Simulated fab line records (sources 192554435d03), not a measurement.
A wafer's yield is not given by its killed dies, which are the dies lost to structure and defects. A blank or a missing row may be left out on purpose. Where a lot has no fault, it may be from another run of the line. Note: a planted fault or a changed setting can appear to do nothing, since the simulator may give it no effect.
fab line records -- flow n5-finfet
record: lots: 11, wafers: 32, last-day: 18
route steps=1938 shown BEOL_M5@1188 BEOL_M6@1194 PASSIVATION@1936
lots that met no fault: taken from a fault-free run of the same line
start-h: the number of hours between the record's first day and the start of the first shown wafer of the lot -- wait-h: hours elapsed since this lot's preceding step -- " same as the row above -- L1.1+2: several wafers, shown together as one row -- - either no value or no given start -- * or withheld: withheld -- < > ~ a bound
route shown NAME@n: names a module that has steps shown in the file, with the first one's number in the route -- usual: average and standard deviation across the fault-free wafers -- same: alike in all rows -- chamber/n: place in a boat -- sites: each site's reading -- _std_site: standard deviation across them -- _edge_site: mean of outer sites minus mean of inner sites -- radius-mm: for every site, how far away it sits from the centre of the wafer -- mask NAME#n: copy n -- behind: tool/chamber where the wafer was last shaped -- hold: what put the lot on hold/how long, in hours/how the hold closed -- device: names the non-switching transistor (n, p or np) -- end of line: at the end of the route, the tests of the same wafers -- step lacking rows: just its recipe -- killed: the dies lost at the first sort to structure and to defects; this is not the yield of the wafer -- map: shows each die of a wafer: x if killed, . if not, _ if none is there
set.NAME: the run value of the setting; set.NAME@STEP: its run value at that earlier step -- model.NAME: the simulator's own value behind a step, which no gauge read
one table for each step of the route and one row for each wafer, over a sample of lots
services: when a tool's chamber went out of use (start-h, in hours from the record's first day, below 0 if earlier), for how many hours, and the reason
== steps ==
step: N5_BEOL_M5_PRE_CLEAN_77
recipe: gas: NH3/H2, time-s: 15, temp-c: *, rf-power-w: 300
usual: heater-power-w: 95/35
lot.wafer,tool,chamber,start-h,wait-h,heater-power-w,since-wet-clean-h
L562.1,cvd-co-01,1,184.67,0.0,123,1163
L562.3,cvd-co-01,2,184.67,0.0,55,267
L562.4,cvd-co-01,0,184.67,0.0,134,-
L563.1,cvd-co-01,2,192.80,0.0,53,275
L563.4,cvd-co-01,1,192.80,0.0,125,-
L563.6,cvd-co-01,0,192.80,0.0,131,-
L568.2,cvd-co-01,0,230.29,0.0,126,772
L568.6,cvd-co-01,2,230.29,0.0,56,-
L569.1,cvd-co-01,0,245.09,0.0,129,786
L569.2,cvd-co-01,1,245.09,0.0,126,1224
L569.4,cvd-co-01,1,245.09,0.0,127,-
L575.1,cvd-co-01,0,265.46,0.1,134,807
L575.5,cvd-co-01,0,265.46,0.1,133,-
L575.6,cvd-co-01,2,265.46,0.1,53,-
L577.2,cvd-co-02,0,289.72,0.0,130,1050
L577.3,cvd-co-02,1,289.72,0.0,53,153
L577.4,cvd-co-02,0,289.72,0.0,133,-
L578.1,cvd-co-01,2,294.28,0.0,53,376
L578.2,cvd-co-01,1,294.28,0.0,124,1273
L578.5,cvd-co-01,1,294.28,0.0,121,-
L579.2,cvd-co-02,0,299.16,0.0,133,1059
L579.4,cvd-co-02,2,299.16,0.0,85,-
L579.6,cvd-co-02,0,299.16,0.0,135,-
L581.1,cvd-co-02,0,314.58,0.0,134,1075
L581.3,cvd-co-02,2,314.58,0.0,84,615
L581.4,cvd-co-02,2,314.58,0.0,84,-
L582.1,cvd-co-01,0,314.89,0.0,132,856
L582.2,cvd-co-01,1,314.89,0.0,125,1294
L582.3,cvd-co-01,2,314.89,0.0,55,397
L583.1,cvd-co-02,1,318.65,0.0,55,182
L583.4,cvd-co-02,1,318.65,0.0,54,-
L583.5,cvd-co-02,0,318.65,0.0,133,-
step: N5_BEOL_M6_ILD_DEP_00
recipe: material: SiCOH_lowk, target-thk-a: 1797.5, temp-c: 300, precursor: DEMS/porogen, pressure-torr: 5, rf-w: 500, time-s: 33.4
usual: heater-power-w: 341/60, showerhead-plenum-p-Torr: 5.748/0.014, throttle-valve-pct: 13.8/0.59
lot.wafer,tool,chamber,start-h,wait-h,heater-power-w,showerhead-plenum-p-Torr,since-wet-clean-h,throttle-valve-pct
L562.1,pecvd-02,0,184.96,0.0,373,5.771,1251,13.5
L562.3,pecvd-02,2,184.96,0.0,208,5.747,497,13.3
L562.4,pecvd-02,0,184.96,0.0,376,5.758,-,13.6
L563.1,pecvd-01,0,193.09,0.0,276,5.732,716,13.9
L563.4,pecvd-01,2,193.09,0.0,376,5.760,-,13.5
L563.6,pecvd-01,1,193.09,0.0,370,5.750,-,14.1
L568.2,pecvd-01,1,230.58,0.0,372,5.746,1478,14.2
L568.6,pecvd-01,1,230.58,0.0,387,5.742,-,14.1
L569.1,pecvd-01,1,245.37,0.0,351,5.746,1493,14.5
L569.2,pecvd-01,2,245.37,0.0,373,5.745,14,12.7
L569.4,pecvd-01,1,245.37,0.0,362,5.747,-,14.5
L575.1,pecvd-02,1,265.75,0.0,244,5.741,2057,14.3
L575.5,pecvd-02,1,265.75,0.0,240,5.745,-,13.9
L575.6,pecvd-02,2,265.75,0.0,253,5.746,-,13.2
L577.2,pecvd-04,1,290.00,0.0,428,5.729,1719,14.5
L577.3,pecvd-04,2,290.00,0.0,325,5.764,240,13.2
L577.4,pecvd-04,2,290.00,0.0,343,5.741,-,12.8
L578.1,pecvd-02,2,294.56,0.0,240,5.749,607,13.5
L578.2,pecvd-02,1,294.56,0.0,272,5.736,2086,14.1
L578.5,pecvd-02,1,294.56,0.0,282,5.758,-,14.2
L579.2,pecvd-02,1,299.47,0.0,231,5.734,2091,14.0
L579.4,pecvd-02,2,299.47,0.0,193,5.748,-,13.5
L579.6,pecvd-02,0,299.47,0.0,341,5.772,-,13.6
L581.1,pecvd-01,0,314.86,0.0,282,5.738,837,14.0
L581.3,pecvd-01,1,314.86,0.0,394,5.747,1562,14.1
L581.4,pecvd-01,2,314.86,0.0,331,5.762,-,12.9
L582.1,pecvd-01,2,315.18,0.0,356,5.760,84,13.0
L582.2,pecvd-01,0,315.18,0.0,280,5.745,838,14.1
L582.3,pecvd-01,1,315.18,0.0,390,5.752,1563,14.1
L583.1,pecvd-04,2,318.94,0.0,391,5.744,269,12.8
L583.4,pecvd-04,2,318.94,0.0,385,5.766,-,13.1
L583.5,pecvd-04,1,318.94,0.0,410,5.747,-,14.9
step: N5_BEOL_M6_ETCH_62
recipe: chemistry: N2/H2, target: SOC, target-depth-a: 1100, overetch-a: 220, mask-material: SiARC, temp-c: 40, time-s: 165, ion-energy-ev: 200, pressure-mtorr: 30, source-w: 840, bias-w: 150, n2-flow-sccm: 200, h2-flow-sccm: 200
usual: drypump-motor-current-A: 5.6/0.43, oes-product-au: 0.66/0.06, rf-vpp-V: 524.4/2, showerhead-plenum-p-Torr: 2.56/0.067, throttle-valve-pct: 17.71/0.24
lot.wafer,tool,chamber,start-h,wait-h,drypump-motor-current-A,oes-product-au,rf-hours-counter-h,rf-vpp-V,showerhead-plenum-p-Torr,throttle-valve-pct
L562.1,rie-diel-03,2,191.37,0.0,5.2,0.64,172,524.2,2.52,17.58
L562.3,rie-diel-03,1,191.37,0.0,5.4,0.65,144,523.7,2.55,17.66
L562.4,rie-diel-03,2,191.37,0.0,5.2,0.65,-,524.3,2.52,17.56
L563.1,rie-diel-03,1,196.17,0.0,5.4,0.64,146,524.0,2.55,17.67
L563.4,rie-diel-03,2,196.17,0.0,5.2,0.66,-,523.5,2.52,17.58
L563.6,rie-diel-03,0,196.17,0.0,5.4,0.68,-,527.1,2.66,17.46
L568.2,rie-diel-04,2,232.44,0.0,6.0,0.84,0,521.6,2.50,17.23
L568.6,rie-diel-04,2,232.44,0.0,6.0,0.83,-,522.6,2.50,17.24
L569.1,rie-diel-03,0,247.78,0.0,5.3,0.66,126,528.7,2.65,17.51
L569.2,rie-diel-03,2,247.78,0.0,5.2,0.64,191,522.9,2.51,17.60
L569.4,rie-diel-03,3,247.78,0.0,5.9,0.78,13,525.4,2.60,17.51
L575.1,rie-diel-03,3,268.49,0.0,5.9,0.76,19,524.7,2.60,17.52
L575.5,rie-diel-03,0,268.49,0.0,5.3,0.66,-,527.8,2.65,17.51
L575.6,rie-diel-03,1,268.49,0.0,5.4,0.63,-,524.8,2.54,17.68
L577.2,rie-diel-04,0,292.89,0.0,6.1,0.62,213,522.8,2.51,18.12
L577.3,rie-diel-04,2,292.89,0.0,6.0,0.76,21,523.0,2.49,17.26
L577.4,rie-diel-04,1,292.89,0.0,6.0,0.67,-,525.0,2.58,17.97
L578.1,rie-diel-01,3,298.20,0.0,6.2,0.67,79,527.3,2.67,17.55
L578.2,rie-diel-01,1,298.20,0.0,5.0,0.81,6,526.7,2.61,17.47
L578.5,rie-diel-01,3,298.20,0.0,6.1,0.67,-,527.8,2.67,17.56
L579.2,rie-diel-01,2,301.81,0.0,4.8,0.58,229,520.0,2.42,18.10
L579.4,rie-diel-01,1,301.81,0.0,5.1,0.82,7,524.9,2.61,17.44
L579.6,rie-diel-01,3,301.81,0.0,6.2,0.67,-,527.8,2.67,17.55
L581.1,rie-diel-03,3,319.21,0.0,5.9,0.73,36,526.2,2.59,17.54
L581.3,rie-diel-03,0,319.21,0.0,5.3,0.65,148,526.7,2.64,17.53
L581.4,rie-diel-03,2,319.21,0.0,5.2,0.61,218,523.7,2.50,17.66
L582.1,rie-diel-03,0,319.81,0.0,5.3,0.64,149,527.0,2.64,17.54
L582.2,rie-diel-03,1,319.81,0.0,5.4,0.62,188,523.1,2.54,17.73
L582.3,rie-diel-03,3,319.81,0.0,5.9,0.73,36,525.4,2.59,17.53
L583.1,rie-diel-04,1,324.34,0.0,6.0,0.66,94,525.4,2.57,17.99
L583.4,rie-diel-04,0,324.34,0.0,6.1,0.60,-,524.1,2.51,18.14
L583.5,rie-diel-04,2,324.34,0.0,6.1,0.74,-,522.0,2.48,17.32
step: N5_BEOL_M6_STRIP_19
recipe: chemistry: O2, power-w: 400, temp-c: 40, pressure-mtorr: 30, rf-frequency-hz: 6e+07, bias-power-w: 0, overash-fraction: 0.2, o2-flow-sccm: 225
usual: drypump-motor-current-A: 5.7/0.45, oes-product-au: 0.78/0.087, rf-vpp-V: 3.7/0.54, showerhead-plenum-p-Torr: 2.12/0.057, temp-c: 39.98/0.12, throttle-valve-pct: 16.69/0.24
lot.wafer,tool,chamber,start-h,wait-h,drypump-motor-current-A,oes-product-au,rf-hours-counter-h,rf-vpp-V,showerhead-plenum-p-Torr,temp-c,throttle-valve-pct
L562.1,rie-diel-01,1,191.87,0.3,5.1,0.68,242,4.1,2.18,40.09,16.82
L562.3,rie-diel-01,2,191.87,0.3,4.8,0.72,181,3.7,2.01,39.88,16.85
L562.4,rie-diel-01,0,191.87,0.3,5.8,0.77,164,4.2,2.11,39.91,16.63
L563.1,rie-diel-04,3,196.47,0.1,5.9,0.71,213,5.1,2.17,40.11,16.74
L563.4,rie-diel-04,0,196.47,0.1,6.1,0.73,176,3.2,2.10,40.02,17.00
L563.6,rie-diel-04,1,196.47,0.1,6.0,0.86,-,3.6,2.13,40.03,16.73
L568.2,rie-diel-04,0,232.74,0.1,6.1,0.73,193,3.5,2.10,40.46,17.04
L568.6,rie-diel-04,2,232.74,0.1,6.1,0.99,-,3.4,2.07,40.73,16.24
L569.1,rie-diel-04,3,248.17,0.2,5.9,0.70,235,3.6,2.16,40.60,16.79
L569.2,rie-diel-04,1,248.17,0.2,6.0,0.81,67,3.2,2.12,40.46,16.80
L569.4,rie-diel-04,2,248.17,0.2,6.1,0.94,6,3.6,2.07,40.47,16.27
L575.1,rie-diel-01,2,268.80,0.1,4.8,0.69,216,2.5,2.00,39.97,16.92
L575.5,rie-diel-01,3,268.80,0.1,6.2,0.81,-,4.1,2.19,40.13,16.42
L575.6,rie-diel-01,2,268.80,0.1,4.8,0.70,-,3.5,2.00,39.90,16.92
L577.2,rie-diel-03,0,293.19,0.1,5.3,0.77,140,4.3,2.20,39.92,16.53
L577.3,rie-diel-03,1,293.19,0.1,5.4,0.73,176,3.8,2.09,39.95,16.51
L577.4,rie-diel-03,2,293.19,0.1,5.1,0.74,-,3.6,2.08,39.91,16.60
L578.1,rie-diel-01,2,298.50,0.1,4.8,0.68,228,4.1,2.00,39.95,16.94
L578.2,rie-diel-01,1,298.50,0.1,5.0,0.94,6,3.1,2.17,39.93,16.36
L578.5,rie-diel-01,1,298.50,0.1,5.1,0.95,-,3.7,2.17,39.82,16.36
L579.2,rie-diel-01,2,302.10,0.1,4.8,0.69,229,3.9,2.00,40.11,16.94
L579.4,rie-diel-01,1,302.10,0.1,5.1,0.95,7,3.3,2.17,40.10,16.38
L579.6,rie-diel-01,1,302.10,0.1,5.1,0.95,-,4.0,2.17,39.91,16.36
L581.1,rie-diel-04,2,319.57,0.1,6.1,0.88,32,3.7,2.06,39.99,16.31
L581.3,rie-diel-04,0,319.57,0.1,6.1,0.70,224,3.2,2.08,40.14,17.10
L581.4,rie-diel-04,3,319.57,0.1,5.9,1.01,4,4.3,2.16,39.73,16.39
L582.1,rie-diel-04,0,320.22,0.2,6.0,0.71,225,3.7,2.08,39.99,17.10
L582.2,rie-diel-04,2,320.22,0.2,6.1,0.88,33,3.9,2.06,40.20,16.30
L582.3,rie-diel-04,3,320.22,0.2,5.9,1.01,5,2.9,2.16,40.00,16.38
L583.1,rie-diel-03,3,324.68,0.1,6.0,0.87,38,3.2,2.16,40.05,16.48
L583.4,rie-diel-03,1,324.68,0.1,5.4,0.71,191,3.8,2.08,39.97,16.51
L583.5,rie-diel-03,0,324.68,0.1,5.4,0.75,-,4.8,2.19,39.88,16.54
step: N5_PASSIVATION_PROBE_49
usual: defect-limited-yield: 91.4/1.4, killed_at_M0_to_M3: 31/10, killed_at_M4_up: 14/5.6, killed-at-contacts: 13/6.3, killed-at-front-end: 39/10, killed-at-other: 4/3.1, killed-dies: 101/16, killed-open: 65/13, killed-short: 34/7.2, sort_bin_5_function: 5.1/0.88, sort_bin_6_memory: 3.2/0.66, sort_bin_8_speed: 0.00/0.007, sort-n-pass: 1079/16, sort-yield-pct: 91.4/1.4
same: gross-dies: 1180, killed-at-back-side: 0, sort_bin_4_leakage[%]: 0
lot.wafer,tool,chamber,start-h,wait-h,defect-limited-yield[%],killed_at_M0_to_M3,killed_at_M4_up,killed-at-contacts,killed-at-front-end,killed-at-other,killed-dies,killed-open,killed-short,sort_bin_5_function[%],sort_bin_6_memory[%],sort_bin_8_speed[%],sort-n-pass,sort-yield-pct[%]
L568.2,prober-02,-,325.12,0.1,90.7,37,13,8,50,2,110,64,45,5.0,3.3,0,1070,90.7
L568.6,prober-02,-,325.32,0.3,91.4,22,11,7,48,13,101,55,44,5.3,2.6,0,1079,91.4
killed by level:class
L568.2 BEOL_M2:geometric-particle:open=13 STI_FIN_REVEAL:geometric-particle:open=10 GATE_CUT:geometric-particle:short=10 BEOL_M0_SAQP:geometric-particle:open=7 FIN_SAQP:geometric-particle:short=5 FIN_SAQP:geometric-particle:open=5 BEOL_M0_SAQP:geometric-particle:short=5 MOL_CONTACT_COAG:geometric-particle:open=5
L568.6 FIN_SAQP:geometric-particle:short=9 BEOL_M0_SAQP:geometric-particle:short=9 MOL_CONTACT_COAG:geometric-particle:open=7 FIN_SAQP:geometric-particle:open=6 GATE_CUT:geometric-particle:short=6 BEOL_M0_SAQP:geometric-particle:open=6 STI_FIN_REVEAL:geometric-particle:open=5 PASS1_DEP:geometric-particle:open=5
== services ==
tool,chamber,start-h,hours,kind
rie-diel-04,1,161.52,5.3,repair
cvd-co-02,2,166.16,9.0,repair
pecvd-04,0,178.14,6.4,repair
rie-diel-03,3,180.27,-,clean
rie-diel-03,3,180.27,-,consumable-replace:focus-ring
rie-diel-03,3,180.27,28.1,scheduled-down
rie-diel-03,3,180.27,28.1,vent-cycle
pecvd-02,-,181.06,0.7,repair
pecvd-01,-,191.71,0.4,repair
rie-diel-01,3,191.98,14.3,repair
rie-diel-04,2,210.28,-,clean
rie-diel-03,-,211.67,1.7,repair
cvd-co-02,2,235.07,3.4,repair
cvd-co-01,0,252.59,8.9,repair
cvd-co-02,1,258.73,4.7,repair
cvd-co-02,-,262.55,6.0,pm
rie-diel-04,1,287.30,4.7,repair
rie-diel-03,3,291.56,6.8,repair
rie-diel-03,-,293.56,1.1,repair
rie-diel-03,0,296.71,5.3,repair
pecvd-02,-,297.64,0.7,repair
rie-diel-01,-,306.91,75.6,repair
rie-diel-04,-,308.37,4.3,pm
rie-diel-04,3,321.46,9.9,repair
== key ==
first-sign: step: N5_BEOL_M6_STRIP_19, reading: temp-c, direction: up, sigmas: 4.9, usual: *, struck: *
effect none on later readings
met-at N5_BEOL_M6_STRIP_19
struck-lots L568,L569
not-acting-at N5_BEOL_M5_PRE_CLEAN_77,N5_BEOL_M6_ILD_DEP_00,N5_BEOL_M6_ETCH_62
onset-between 196.47 232.74
fault: kind: process-parameter-drift, tool: rie-diel-04, chamber: -, onset-h: 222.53, steps: N5_BEOL_M6_STRIP_19, channel: temp-c, offset: *, shape: step, end-h: 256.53, acts-in: *, stated: *
